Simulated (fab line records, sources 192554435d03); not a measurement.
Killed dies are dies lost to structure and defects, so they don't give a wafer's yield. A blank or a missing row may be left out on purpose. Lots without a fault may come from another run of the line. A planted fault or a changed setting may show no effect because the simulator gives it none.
Chamber matching | flow n5_finfet | N5_BEOL_M3_STRIP_66 on rie_diel-01: 4 sister chambers
The step strips in CF4. 24 wafers are shown with their chamber, then 12 later ones without.

WAFERS WITH THEIR CHAMBER
wafer  | chamber | drypump_motor_current_A (A) | showerhead_plenum_p_Torr (Torr) | throttle_valve_pct (%)
L074.2 | 1       | 5.7                         | 1.81                            | 13.51
L074.3 | 2       | 4.8                         | 1.75                            | 13.28
L074.4 | 2       | 4.9                         | 1.75                            | 13.28
L077.2 | 3       | 5.5                         | 1.84                            | 13.43
L077.3 | 0       | 5.8                         | 1.90                            | 13.58
L077.4 | 1       | 5.7                         | 1.81                            | 13.51
L083.1 | 3       | 5.5                         | 1.83                            | 13.44
L083.4 | 0       | 5.8                         | 1.89                            | 13.61
L083.5 | 3       | 5.5                         | 1.83                            | 13.45
L084.1 | 2       | 4.8                         | 1.74                            | 13.32
L084.2 | 0       | 5.8                         | 1.89                            | 13.61
L084.6 | 3       | 5.5                         | 1.83                            | 13.45
L085.3 | 2       | 4.9                         | 1.74                            | 13.34
L085.5 | 3       | 5.5                         | 1.83                            | 13.47
L085.6 | 0       | 5.8                         | 1.89                            | 13.62
L086.1 | 3       | 5.6                         | 1.83                            | 13.46
L086.5 | 2       | 4.8                         | 1.74                            | 13.31
L086.6 | 1       | 5.7                         | 1.80                            | 13.57
L088.2 | 3       | 5.5                         | 1.83                            | 13.46
L088.5 | 1       | 5.7                         | 1.80                            | 13.56
L088.6 | 0       | 5.8                         | 1.89                            | 13.62
L089.1 | 1       | 5.7                         | 1.80                            | 13.57
L089.4 | 3       | 5.5                         | 1.83                            | 13.47
L089.6 | 1       | 5.7                         | 1.80                            | 13.57

SIGNATURES (means of the wafers above)
reading                  | chamber 0 | chamber 1 | chamber 2 | chamber 3 | scatter within a chamber
drypump_motor_current_A  | 5.800     | 5.700     | 4.840     | 5.513     | 0.0322
showerhead_plenum_p_Torr | 1.8920    | 1.8033    | 1.7440    | 1.8313    | 0.00459
throttle_valve_pct       | 13.6080   | 13.5483   | 13.3060   | 13.4537   | 0.022
Rule: a wafer's distance from a chamber is the root of the sum, over the readings, of the square of ((its reading less the chamber's mean) divided by the reading's scatter). The wafer belongs to the nearest chamber; if the next one is less than 2 further off, it can't be placed. The scatter: the root of (the sum of the squares of (reading less its chamber's mean) over the shown wafers, divided by (wafers less chambers)).

WAFERS WITHOUT THEIR CHAMBER
wafer  | drypump_motor_current_A (A) | showerhead_plenum_p_Torr (Torr) | throttle_valve_pct (%)
L087.1 | 5.8                         | 1.89                            | 13.60
L087.2 | 4.8                         | 1.74                            | 13.34
L087.3 | 5.7                         | 1.80                            | 13.57
L092.2 | 4.9                         | 1.74                            | 13.34
L092.4 | 5.5                         | 1.83                            | 13.48
L092.5 | 5.8                         | 1.89                            | 13.63
L094.1 | 5.5                         | 1.83                            | 13.49
L094.3 | 5.8                         | 1.89                            | 13.66
L094.4 | 5.7                         | 1.80                            | 13.58
L097.3 | 5.8                         | 1.89                            | 13.65
L097.4 | 4.9                         | 1.74                            | 13.38
L097.6 | 5.7                         | 1.80                            | 13.61

WHICH CHAMBER EACH WENT THROUGH
wafer  | from the rows above | in truth
L087.1 | 0                   | 0
L087.2 | 2                   | 2
L087.3 | 1                   | 1
L092.2 | 2                   | 2
L092.4 | 3                   | 3
L092.5 | 0                   | 0
L094.1 | 3                   | 3
L094.3 | 0                   | 0
L094.4 | 1                   | 1
L097.3 | 0                   | 0
L097.4 | 2                   | 2
L097.6 | 1                   | 1
Placed correctly: 12 of 12. Can't be placed from these rows: 0. Placed wrongly: 0.
